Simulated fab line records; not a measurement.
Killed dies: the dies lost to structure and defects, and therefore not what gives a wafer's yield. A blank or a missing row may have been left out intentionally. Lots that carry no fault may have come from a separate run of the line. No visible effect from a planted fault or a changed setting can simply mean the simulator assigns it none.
Problem report, 8D (eight disciplines) form, completed by code | flow n5-finfet | the parts of the form that need people (team, actions taken, sign-off) are left out

## 1. WHAT IS WRONG
Wafers without a fault read 1500.1 rpm, standard deviation 0.77; spin-speed-rpm at N5_BEOL_M11_COAT_05 reads a mean of 2058.6 rpm on 6 wafers belonging to 2 lots. So: +99 or more standard deviations from the usual mean.
The step: resist thk 90 nm.
Seen first at day 14 13:46 on litho-track-01, wafer L422.1. The record holds 39 wafers of 13 lots with a number at this step. Rule for "out", or "out of limits": more than 4 standard deviations from the usual mean. Any other wafer with a number is counted as sound.

## 2. WHAT THIS IS AND IS NOT
question                    | is                     | is not
which readings at this step | spin-speed-rpm         | -
which lots                  | L422, L425             | L406, L408, L409, L410, L412, L414, L415, L416, L417, L426, L427
which wafers of those lots  | all that have a number | -
read on which tools         | litho-track-01         | litho-track-02, litho-track-05
when                        | from day 14 13:46      | up to then (27 sound wafers); but 6 sound wafers of L426, L427 came after

## 3. SUSPECTS, AND WHAT RULES EACH OUT
Counting: a tool at a process step up to the reading stays a suspect if it ran every lot that is out and no sound lot after the first of them.
- litho-track-01 at N5_BEOL_M11_COAT_05 (resist thk 90 nm): kept. It processed each lot that is out, first L422 at day 14 13:46, and no sound lot thereafter; up to then, the last sound lot it processed was L416 at day 13 14:28. Out on those wafers are its own readings of spin-speed-rpm.
Remaining after the count: litho-track-01 at N5_BEOL_M11_COAT_05.

## 4. THE CAUSE (what the simulator had put in)
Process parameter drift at N5_BEOL_M11_COAT_05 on litho-track-01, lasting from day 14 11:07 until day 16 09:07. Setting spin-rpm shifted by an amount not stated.
Only this tool survived the counting.

## 5. THE CHAIN OF EFFECTS, in route order
Each row: a reading whose mean over the struck wafers that have a number lies more than 3 standard deviations from the usual. Only readings whose record carries a usual standard deviation are examined. hours: median over the lots of the time between each lot's start at the first step of this table that gives one and its start at this step. sigmas: the change, counted in usual standard deviations.
hours | step                | reading        | usual      | on struck wafers | change | sigmas
0     | N5_BEOL_M11_COAT_05 | spin-speed-rpm | 1500.1 rpm | 2058.6           | +558.5 | +99 or more
Here are the process steps it includes:
- N5_BEOL_M11_COAT_05: resist thk 90 nm.
At these later measuring or inspecting steps, every struck wafer for which the step has a row has a number for every such reading, and none has moved that far: N5_BEOL_M11_CD_MEAS_11.

## 6. HOW IT WOULD HAVE BEEN CAUGHT EARLIER
3 hours passed between the start of the fault at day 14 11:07 and the first reading out of limits in this record, taken at day 14 13:46.
